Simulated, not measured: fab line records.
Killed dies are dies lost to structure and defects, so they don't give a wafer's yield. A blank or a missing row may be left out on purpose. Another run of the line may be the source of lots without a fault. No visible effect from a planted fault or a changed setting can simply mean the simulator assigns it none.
fab line records ; flow n5Finfet
[record] lots = 9; wafers = 27; lastDay = 20
route steps=1938 shown BEOL_M4@1111 BEOL_M5@1136 PASSIVATION@1936
lots untouched by any fault: they come from a run of this same line in which no faults occurred
startH: hours from the record's first day to the start of the lot's first wafer shown ; waitH: hours since the lot's step before ; " identical to the entry in the row above ; L1.1+2: one row covering several wafers at once ; - either no value or no given start ; * or withheld: withheld ; < > ~ a bound
route shown NAME@n: a module of which the file shows steps, and the number in the route of the first ; usual: mean/standard deviation of fault-free wafers ; same: alike in all rows ; chamber/n: place in a boat ; sites: the reading at each site ; _std_site: standard deviation across them ; _edge_site: outer sites' mean less inner sites' ; radiusMm: for every site, how far away it sits from the centre of the wafer ; mask NAME#n: copy n ; behind: the tool/chamber that last shaped the wafer ; hold: what put the lot on hold/how long, in hours/how the hold closed ; device: whichever transistor did not switch (one of n, p or np) ; end of line: the route-end tests of the same wafers ; where a step has no rows: the recipe by itself ; killed: not the wafer's yield, but the dies lost to structure and defects at the first sort ; map: the dies of a wafer, with x for killed, . for not killed, _ for no die there
set.NAME: the setting the step ran with; set.NAME@STEP: the setting that earlier step ran with ; model.NAME: the simulator's own value behind a step, which no gauge read
route steps across a sampled set of lots; one table per step, one row per wafer
services: a tool's chamber out of use, with start hour (startH, from the record's first day; less than 0 if before it), hours out, and reason
[[steps]]
[step N5_BEOL_M4_RC_MEAS_101]
[usual] DIBL_N = 36.0/1.9; DIBL_P = 35.6/2.2; IOFF_N = 0.15/0.031; IOFF_P = 0.19/0.032; ION_N = 668/11; ION_P = 455/7.2; SS_N = 71.5/0.65; SS_P = 73.4/0.64; VT_N = 251/3.6; VT_P = -253/3.3
lot.wafer;tool;chamber;startH;waitH;DIBL_N[mV/V];DIBL_P[mV/V];IOFF_N[nA/um];IOFF_P[nA/um];ION_N[uA/um];ION_P[uA/um];SS_N[mV/dec];SS_P[mV/dec];VT_N[mV];VT_P[mV]
L238.2;prober-02;0;193.89;0.2;35.0;34.2;0.11;0.14;661;445;72.1;72.7;258;-259
L238.4;prober-02;0;193.89;0.2;35.1;34.4;0.12;0.14;658;444;71.0;72.9;254;-256
L238.5;prober-02;0;193.89;0.2;36.2;36.1;0.13;0.16;669;453;71.8;73.5;252;-258
L240.1;prober-02;0;226.65;0.0;38.1;37.8;0.20;0.23;685;463;71.4;73.6;241;-249
L240.5;prober-02;0;226.65;0.0;36.1;36.1;0.16;0.20;676;459;71.4;73.3;251;-253
L240.6;prober-02;0;226.65;0.0;35.0;33.9;0.15;0.17;665;453;71.7;72.9;251;-254
L245.3;prober-02;0;248.01;0.3;34.0;33.2;0.12;0.19;650;452;71.2;72.7;255;-251
L245.5;prober-02;0;248.01;0.3;34.2;32.6;0.12;0.17;660;453;71.1;72.7;257;-255
L245.6;prober-02;0;248.01;0.3;32.9;32.8;0.11;0.17;665;458;71.4;72.7;254;-254
L253.4;prober-01;0;308.79;0.5;34.9;35.3;0.14;0.18;667;454;71.1;73.0;251;-253
L253.5;prober-01;0;308.79;0.5;35.5;36.0;0.15;0.20;662;450;71.2;73.4;249;-248
L253.6;prober-01;0;308.79;0.5;33.6;34.6;0.13;0.18;667;461;71.0;73.0;251;-252
L255.3;prober-02;0;313.97;0.3;39.8;39.7;0.22;0.24;700;467;71.8;74.1;248;-250
L255.4;prober-02;0;313.97;0.3;38.8;38.4;0.18;0.24;674;462;72.7;74.6;248;-252
L255.5;prober-02;0;313.97;0.3;38.1;37.0;0.17;0.20;671;458;71.4;73.9;250;-253
L254.2;prober-01;0;322.82;0.2;38.0;36.6;0.17;0.21;677;463;70.9;74.0;249;-251
L254.4;prober-01;0;322.82;0.2;36.8;34.7;0.14;0.18;666;459;71.3;73.7;248;-253
L254.6;prober-01;0;322.82;0.2;38.8;37.1;0.18;0.21;683;461;72.0;73.4;248;-250
L258.2;prober-02;0;325.97;0.2;38.4;38.5;0.20;0.25;679;460;72.8;73.9;247;-249
L258.3;prober-02;0;325.97;0.2;35.8;34.8;0.15;0.20;679;463;71.7;73.3;251;-251
L258.6;prober-02;0;325.97;0.2;36.5;36.0;0.17;0.22;675;465;72.1;74.1;250;-252
L259.1;prober-02;0;333.71;0.0;33.1;33.5;0.11;0.13;662;444;70.6;72.9;259;-262
L259.2;prober-02;0;333.71;0.0;34.7;35.8;0.13;0.16;666;443;71.6;73.6;255;-262
L259.4;prober-02;0;333.71;0.0;34.6;37.0;0.14;0.17;665;449;71.9;74.3;252;-259
L260.1;prober-01;0;361.52;0.0;34.9;33.6;0.13;0.17;671;460;71.2;73.1;250;-252
L260.2;prober-01;0;361.52;0.0;34.3;33.6;0.12;0.18;653;451;70.9;73.2;254;-253
L260.4;prober-01;0;361.52;0.0;37.0;36.7;0.16;0.24;684;469;71.4;74.6;248;-246
[step N5_BEOL_M5_HM_OPEN_17]
[recipe] chemistry = Cl2/BCl3; targetDepthA = 200; overetchA = 60; target = TiN; maskMaterial = SOC; ionEnergyEv = 150; pressureMtorr = 10; icpW = 1000; biasW = 126; Cl2_flow_sccm = 53.25; bcl3FlowSccm = 21.75; Ar_flow_sccm = 25
[usual] drypumpMotorCurrentA = 5.8/0.6; oesProductAu = 0.67/0.064; throttleValvePct = 22.09/0.19
lot.wafer;tool;chamber;startH;waitH;drypumpMotorCurrentA;oesProductAu;rfHoursCounterH;throttleValvePct
L238.2;rieMetal-01;1;199.35;0.0;5.0;0.68;42;21.96
L238.4;rieMetal-01;1;199.35;0.0;5.0;0.67;-;21.98
L238.5;rieMetal-01;1;199.35;0.0;5.0;0.68;-;21.98
L240.1;rieMetal-01;1;229.04;0.0;5.0;0.65;46;21.97
L240.5;rieMetal-01;0;229.04;0.0;5.5;0.66;-;22.12
L240.6;rieMetal-01;1;229.04;0.0;5.0;0.66;-;22.00
L245.3;rieMetal-02;0;250.36;0.1;6.5;0.77;-;21.96
L245.5;rieMetal-02;0;250.36;0.1;6.5;0.76;-;21.94
L245.6;rieMetal-02;1;250.36;0.1;5.5;0.58;-;22.46
L253.4;rieMetal-02;0;311.48;0.1;6.5;0.74;-;21.97
L253.5;rieMetal-02;0;311.48;0.1;6.6;0.73;-;21.96
L253.6;rieMetal-02;0;311.48;0.1;6.5;0.75;-;21.96
L255.3;rieMetal-01;0;317.30;0.1;5.5;0.65;-;22.14
L255.4;rieMetal-01;1;317.30;0.1;5.0;0.65;-;21.98
L255.5;rieMetal-01;1;317.30;0.1;5.0;0.64;-;22.01
L254.2;rieMetal-02;1;327.38;0.0;5.5;0.59;79;22.45
L254.4;rieMetal-02;0;327.38;0.0;6.5;0.74;-;21.96
L254.6;rieMetal-02;1;327.38;0.0;5.6;0.58;-;22.47
L258.2;rieMetal-01;0;330.85;0.0;5.6;0.65;50;22.12
L258.3;rieMetal-01;1;330.85;0.0;5.0;0.64;-;22.01
L258.6;rieMetal-01;0;330.85;0.0;5.6;0.63;-;22.15
L259.1;rieMetal-01;0;337.06;0.0;5.6;0.64;50;22.12
L259.2;rieMetal-01;1;337.06;0.0;5.0;0.64;55;22.00
L259.4;rieMetal-01;1;337.06;0.0;5.0;0.65;-;21.98
L260.1;rieMetal-01;0;364.32;0.0;5.5;0.63;53;22.15
L260.2;rieMetal-01;1;364.32;0.0;5.0;0.63;57;22.02
L260.4;rieMetal-01;0;364.32;0.0;5.6;0.63;-;22.16
[step N5_BEOL_M5_ETCH_68]
[recipe] chemistry = N2/H2; target = SOC; targetDepthA = 800; overetchA = 160; maskMaterial = SiARC; tempC = 40; timeS = 120; ionEnergyEv = 200; pressureMtorr = 30; sourceW = 840; biasW = 150; n2FlowSccm = 200; h2FlowSccm = 200
[usual] drypumpMotorCurrentA = 5.6/0.46; oesProductAu = 0.62/0.075; rfVppV = 524.5/2.6; showerheadPlenumPTorr = 2.56/0.094; throttleValvePct = 17.59/0.19
lot.wafer;tool;chamber;startH;waitH;drypumpMotorCurrentA;oesProductAu;rfHoursCounterH;rfVppV;showerheadPlenumPTorr;throttleValvePct
L238.2;rieDiel-02;3;202.49;0.0;6.0;0.56;195;520.8;2.40;17.63
L238.4;rieDiel-02;0;202.49;0.0;5.0;0.53;240;526.1;2.61;17.64
L238.5;rieDiel-02;2;202.49;0.0;5.6;0.56;-;526.4;2.63;17.72
L240.1;rieDiel-02;0;230.02;0.0;5.0;0.53;248;524.9;2.61;17.65
L240.5;rieDiel-02;3;230.02;0.0;6.0;0.55;-;519.9;2.39;17.64
L240.6;rieDiel-02;0;230.02;0.0;5.0;0.53;-;528.0;2.61;17.65
L245.3;rieDiel-02;1;254.15;0.0;6.4;0.58;150;521.0;2.43;17.83
L245.5;rieDiel-02;3;254.15;0.0;6.0;0.55;-;520.0;2.39;17.66
L245.6;rieDiel-02;1;254.15;0.0;6.5;0.58;-;519.5;2.43;17.85
L253.4;rieDiel-02;0;312.31;0.0;5.0;0.72;11;526.2;2.60;17.16
L253.5;rieDiel-02;1;312.31;0.0;6.4;0.57;-;521.6;2.42;17.87
L253.6;rieDiel-02;2;312.31;0.0;5.6;0.54;-;526.0;2.62;17.79
L255.3;rieDiel-05;0;318.32;0.0;5.6;0.68;35;522.7;2.49;17.66
L255.4;rieDiel-05;3;318.32;0.0;4.9;0.73;6;524.2;2.58;17.28
L255.5;rieDiel-05;1;318.32;0.0;5.4;0.62;-;528.4;2.67;17.49
L254.2;rieDiel-03;3;329.64;0.0;5.2;0.60;98;524.9;2.57;17.71
L254.4;rieDiel-03;1;329.64;0.0;6.3;0.66;38;522.1;2.47;17.28
L254.6;rieDiel-03;0;329.64;0.0;5.1;0.53;-;525.4;2.60;17.78
L258.2;rieDiel-05;2;335.16;0.0;5.6;0.69;26;528.7;2.69;17.49
L258.3;rieDiel-05;0;335.16;0.0;5.6;0.68;37;524.0;2.49;17.65
L258.6;rieDiel-05;2;335.16;0.0;5.6;0.70;-;528.1;2.69;17.49
L259.1;rieDiel-03;0;339.27;0.0;5.1;0.52;243;526.5;2.60;17.79
L259.2;rieDiel-03;3;339.27;0.0;5.2;0.60;101;524.4;2.57;17.73
L259.4;rieDiel-03;1;339.27;0.0;6.4;0.66;-;521.3;2.47;17.29
L260.1;rieDiel-03;2;368.08;0.0;5.6;0.68;30;525.8;2.59;17.46
L260.2;rieDiel-03;3;368.08;0.0;5.2;0.58;113;524.6;2.56;17.74
L260.4;rieDiel-03;2;368.08;0.0;5.7;0.67;-;525.2;2.59;17.48
[step N5_BEOL_M5_STRIP_36]
[recipe] chemistry = N2/H2; powerW = 450; tempC = 40; pressureMtorr = 20; rfFrequencyHz = 6e+07; overashFraction = 0.3; biasPowerW = 7; h2Frac = 0.5; n2FlowSccm = 200; h2FlowSccm = 200
[usual] biasPowerW = 7.006/0.024; chamberPressureMTorr = 20.007/0.03; drypumpMotorCurrentA = 5.6/0.45; oesProductAu = 0.82/0.1; rfVppV = 59.2/1.5; showerheadPlenumPTorr = 2.55/0.094; throttleValvePct = 23.34/0.19
lot.wafer;tool;chamber;startH;waitH;biasPowerW;chamberPressureMTorr;drypumpMotorCurrentA;oesProductAu;rfHoursCounterH;rfVppV;showerheadPlenumPTorr;throttleValvePct
L238.2;rieDiel-02;3;202.64;0.0;7.007;19.967;6.0;0.73;195;60.6;2.39;23.20
L238.4;rieDiel-02;0;202.64;0.0;7.000;20.032;5.0;0.69;240;60.8;2.60;23.46
L238.5;rieDiel-02;2;202.64;0.0;6.977;20.026;5.6;0.75;-;60.3;2.63;23.54
L240.1;rieDiel-02;0;230.16;0.0;7.026;20.058;5.0;0.69;248;59.2;2.60;23.45
L240.5;rieDiel-02;3;230.16;0.0;7.003;20.021;6.0;0.72;-;57.6;2.39;23.21
L240.6;rieDiel-02;0;230.16;0.0;7.040;20.021;5.0;0.67;-;58.9;2.60;23.46
L245.3;rieDiel-02;1;254.29;0.0;7.005;20.028;6.5;0.75;150;57.6;2.42;23.56
L245.5;rieDiel-02;3;254.29;0.0;6.984;20.004;6.0;0.71;-;57.1;2.38;23.22
L245.6;rieDiel-02;1;254.29;0.0;7.048;20.018;6.4;0.76;-;58.8;2.42;23.56
L253.4;rieDiel-02;0;312.46;0.0;-;-;-;-;-;-;-;-
L253.5;rieDiel-02;1;312.46;0.0;-;-;-;-;-;-;-;-
L253.6;rieDiel-02;2;312.46;0.0;-;-;-;-;-;-;-;-
L255.3;rieDiel-05;0;318.46;0.0;-;-;-;-;-;-;-;-
L255.4;rieDiel-05;3;318.46;0.0;-;-;-;-;-;-;-;-
L255.5;rieDiel-05;1;318.46;0.0;-;-;-;-;-;-;-;-
L254.2;rieDiel-03;3;329.78;0.0;-;-;-;-;-;-;-;-
L254.4;rieDiel-03;1;329.78;0.0;-;-;-;-;-;-;-;-
L254.6;rieDiel-03;0;329.78;0.0;-;-;-;-;-;-;-;-
L258.2;rieDiel-05;2;335.31;0.0;7.044;20.027;5.6;0.94;26;60.7;2.69;23.36
L258.3;rieDiel-05;0;335.31;0.0;6.988;19.954;5.6;0.91;37;60.6;2.48;23.41
L258.6;rieDiel-05;2;335.31;0.0;7.025;19.932;5.6;0.93;-;60.0;2.69;23.34
L259.1;rieDiel-03;0;339.42;0.0;6.971;19.993;5.1;0.68;243;62.0;2.59;23.44
L259.2;rieDiel-03;3;339.42;0.0;6.971;20.037;5.2;0.79;101;60.7;2.56;23.67
L259.4;rieDiel-03;1;339.42;0.0;7.030;19.970;6.4;0.86;-;57.4;2.47;23.14
L260.1;rieDiel-03;2;368.23;0.0;7.001;19.999;5.6;0.91;30;60.0;2.59;23.26
L260.2;rieDiel-03;3;368.23;0.0;7.021;20.027;5.2;0.78;113;57.7;2.56;23.63
L260.4;rieDiel-03;2;368.23;0.0;7.013;19.971;5.6;0.90;-;56.3;2.59;23.27
[step N5_BEOL_M5_CURE_80]
[recipe] tempC = 370; timeS = 120; ambient = DMADMS/He; material = SiCOH_lowk
[usual] lampPowerPct = 52.32/0.056; wafer_temp_C_max = 371.9/0.56
lot.wafer;tool;chamber;startH;waitH;lampPowerPct;wafer_temp_C_max
L238.2;uvCure-02;0;203.31;0.3;52.27;371.1
L238.4;uvCure-02;0;203.31;0.3;52.34;371.1
L238.5;uvCure-02;0;203.31;0.3;52.21;371.6
L240.1;uvCure-03;0;230.55;0.0;52.28;371.7
L240.5;uvCure-03;0;230.55;0.0;52.37;371.2
L240.6;uvCure-03;0;230.55;0.0;52.30;371.5
L245.3;uvCure-03;1;254.78;0.1;52.40;372.4
L245.5;uvCure-03;1;254.78;0.1;52.41;372.4
L245.6;uvCure-03;1;254.78;0.1;52.33;372.4
L253.4;uvCure-03;2;313.15;0.3;52.33;372.0
L253.5;uvCure-03;2;313.15;0.3;52.32;372.1
L253.6;uvCure-03;2;313.15;0.3;52.31;372.2
L255.3;uvCure-03;0;319.05;0.2;52.33;371.1
L255.4;uvCure-03;0;319.05;0.2;52.37;371.4
L255.5;uvCure-03;0;319.05;0.2;52.42;371.6
L254.2;uvCure-02;0;330.24;0.1;52.28;371.8
L254.4;uvCure-02;0;330.24;0.1;52.30;371.6
L254.6;uvCure-02;0;330.24;0.1;52.29;372.0
L258.2;uvCure-02;2;335.76;0.1;52.31;372.0
L258.3;uvCure-02;2;335.76;0.1;52.37;372.3
L258.6;uvCure-02;2;335.76;0.1;52.40;372.3
L259.1;uvCure-03;1;339.80;0.0;52.34;371.8
L259.2;uvCure-03;1;339.80;0.0;52.39;372.4
L259.4;uvCure-03;1;339.80;0.0;52.36;371.9
L260.1;uvCure-03;2;368.63;0.0;52.27;371.7
L260.2;uvCure-03;2;368.63;0.0;52.32;371.9
L260.4;uvCure-03;2;368.63;0.0;52.41;371.7
[step N5_PASSIVATION_PROBE_49]
[usual] defectLimitedYield = 91.3/1.4; killed_at_M0_to_M3 = 34/10; killed_at_M4_up = 14/5.5; killedAtContacts = 12/6; killedAtFrontEnd = 40/10; killedAtOther = 3.0/2.4; killedDies = 103/17; killedOnRim = 13/4.3; killedOpen = 68/13; killedShort = 34/7.8; sort_bin_5_function = 5.1/0.97; sort_bin_6_memory = 3.3/0.66; sort_bin_8_speed = 0.02/0.12; sortNPass = 1077/17; sortYieldPct = 91.2/1.4
[same] grossDies = 1180; killedAtBackSide = 0; sort_bin_4_leakage[%] = 0
lot.wafer;tool;chamber;startH;waitH;defectLimitedYield[%];killed_at_M0_to_M3;killed_at_M4_up;killedAtContacts;killedAtFrontEnd;killedAtOther;killedDies;killedOnRim;killedOpen;killedShort;sort_bin_5_function[%];sort_bin_6_memory[%];sort_bin_8_speed[%];sortNPass;sortYieldPct[%]
L255.3;prober-01;-;422.17;0.1;0;29;1094;22;32;3;1180;152;61;29;97.3;2.6;0;0;0
L255.4;prober-01;-;422.22;0.2;0;33;1075;22;49;1;1180;152;83;32;95.9;3.8;0;0;0
L255.5;prober-01;-;422.27;0.2;0;33;1093;11;30;13;1180;152;68;29;96.8;3.1;0;0;0
L253.4;prober-01;-;423.44;0.2;0;49;1080;12;38;1;1180;152;75;44;95.8;3.7;0;0;0
L253.5;prober-01;-;423.49;0.2;0;43;1061;13;57;6;1180;152;89;40;95.0;4.6;0;0;0
L253.6;prober-01;-;423.54;0.3;0;40;1085;9;41;5;1180;152;59;41;96.0;3.4;0;0;0
L254.2;prober-02;-;434.72;0.1;0;31;1101;12;31;5;1180;152;59;33;96.1;3.5;0;0;0
L254.4;prober-02;-;434.82;0.2;0;18;1112;23;24;3;1180;152;47;27;97.2;2.3;0;0;0
L254.6;prober-02;-;434.92;0.3;0;36;1106;10;26;2;1180;152;54;27;97.7;2.1;0;0;0
// killed by level:class
L255.3 BEOL_M5:areaAld=1088 MOL_CONTACT_COAG:geometricParticle:open=19 FIN_SAQP:geometricParticle:short=9 BEOL_M0_SAQP:geometricParticle:short=7 BEOL_M3:geometricParticle:open=7 FIN_SAQP:geometricParticle:open=6 STI_FIN_REVEAL:geometricParticle:open=6 BEOL_M2:geometricParticle:open=6
L255.4 BEOL_M5:areaAld=1063 BEOL_M3:geometricParticle:open=17 MOL_CONTACT_COAG:geometricParticle:open=14 DUMMY_GATE:geometricParticle:open=10 STI_FIN_REVEAL:geometricParticle:open=9 GATE_CUT:geometricParticle:short=8 BEOL_M4:geometricParticle:open=7 FIN_SAQP:geometricParticle:open=6
L255.5 BEOL_M5:areaAld=1083 MOL_CONTACT_COAG:geometricParticle:open=10 BEOL_M3:geometricParticle:open=10 BEOL_M1:geometricParticle:open=9 BEOL_M4:geometricParticle:open=7 FIN_SAQP:geometricParticle:short=5 STI_FIN_REVEAL:geometricParticle:open=5 DUMMY_GATE:geometricParticle:open=4
L253.4 BEOL_M5:areaAld=1061 BEOL_M0_SAQP:geometricParticle:open=13 BEOL_M2:geometricParticle:open=13 BEOL_M0_SAQP:geometricParticle:short=12 FIN_SAQP:geometricParticle:short=9 FIN_SAQP:geometricParticle:open=8 MOL_CONTACT_COAG:geometricParticle:open=8 BEOL_M4:geometricParticle:open=8
L253.5 BEOL_M5:areaAld=1050 STI_FIN_REVEAL:geometricParticle:open=16 BEOL_M2:geometricParticle:open=12 MOL_CONTACT_COAG:geometricParticle:open=11 GATE_CUT:geometricParticle:short=10 BEOL_M0_SAQP:geometricParticle:open=8 FIN_SAQP:geometricParticle:open=7 FIN_SAQP:geometricParticle:short=6
L253.6 BEOL_M5:areaAld=1079 BEOL_M0_SAQP:geometricParticle:short=12 GATE_CUT:geometricParticle:short=10 MOL_CONTACT_COAG:geometricParticle:open=8 BEOL_M0_SAQP:geometricParticle:open=8 STI_FIN_REVEAL:geometricParticle:open=7 BEOL_M2:geometricParticle:open=7 BEOL_M3:geometricParticle:open=5
L254.2 BEOL_M5:areaAld=1085 MOL_CONTACT_COAG:geometricParticle:open=11 BEOL_M0_SAQP:geometricParticle:open=7 BEOL_M3:geometricParticle:open=7 FIN_SAQP:geometricParticle:short=6 FIN_SAQP:geometricParticle:open=6 BEOL_M5:geometricParticle:open=5 BEOL_M0_SAQP:geometricParticle:short=5
L254.4 BEOL_M5:areaAld=1105 MOL_CONTACT_COAG:geometricParticle:open=20 FIN_SAQP:geometricParticle:short=6 BEOL_M0_SAQP:geometricParticle:open=5 STARTING-WAFER:geometricParticle:short=5 FIN_SAQP:geometricParticle:open=4 BEOL_M0_SAQP:geometricParticle:short=4 BEOL_M3:geometricParticle:open=4
L254.6 BEOL_M5:areaAld=1097 FIN_SAQP:geometricParticle:short=9 BEOL_M3:geometricParticle:open=9 MOL_CONTACT_COAG:geometricParticle:open=8 BEOL_M0_SAQP:geometricParticle:open=7 BEOL_M0:geometricParticle:open=7 BEOL_M2:geometricParticle:open=4 FIN_SAQP:geometricParticle:open=3
[[services]]
tool;chamber;startH;hours;kind
uvCure-03;-;193.76;7.5;pm
rieDiel-03;0;202.03;2.2;repair
uvCure-02;-;210.23;3.4;pm
uvCure-03;-;211.21;6.7;repair
rieDiel-02;1;229.90;7.5;repair
rieDiel-02;0;237.40;-;clean
rieDiel-03;-;240.30;14.6;pm
uvCure-02;-;250.78;4.0;repair
rieMetal-02;-;259.01;1.1;repair
rieMetal-02;1;266.96;4.9;repair
rieDiel-05;1;270.40;3.0;repair
uvCure-03;-;272.43;7.5;pm
rieDiel-02;0;274.42;7.1;repair
rieMetal-02;0;284.47;3.0;repair
uvCure-03;-;298.18;7.1;repair
uvCure-03;-;305.55;2.8;pm
rieMetal-02;1;307.00;6.2;repair
rieDiel-05;1;330.57;3.3;repair
rieDiel-03;2;333.39;19.1;repair
rieDiel-05;-;333.75;0.4;repair
uvCure-02;-;344.70;7.5;pm
rieDiel-02;0;350.54;31.6;repair
uvCure-02;-;355.44;7.5;pm
uvCure-02;-;362.99;5.0;pm
[[key]]
[firstSign] step = N5_BEOL_M5_STRIP_36; reading = toolRecord; direction = missing
[effect] step = N5_PASSIVATION_PROBE_49; reading = killed_at_M4_up; direction = up; sigmas = 99+; usual = 14; struck = 1090
[moreKillsBornAt] N5_BEOL_M5_ALD_86@aldMetal-01 = 6477; N5_BEOL_M5_ALD_86@aldMetal-03 = 3234
metAt N5_BEOL_M5_STRIP_36
struckLots L253,L254,L255
laterRowsLeftOut L253.4,L253.5,L253.6,L254.2,L254.4,L254.6,L255.3,L255.4,L255.5
notActingAt N5_BEOL_M5_HM_OPEN_17,N5_BEOL_M5_ETCH_68,N5_BEOL_M5_CURE_80
onsetBetween 254.29 312.46
[fault] kind = skippedStepWhole; tool = rieDiel-02,rieDiel-03,rieDiel-05; chamber = -; onsetH = 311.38; steps = N5_BEOL_M5_STRIP_36; scope = struckLotsOnly
// laterRowsLeftOut: the simulator's readings of these wafers behind a module that went badly wrong aren't trusted and aren't shown, but for the sort
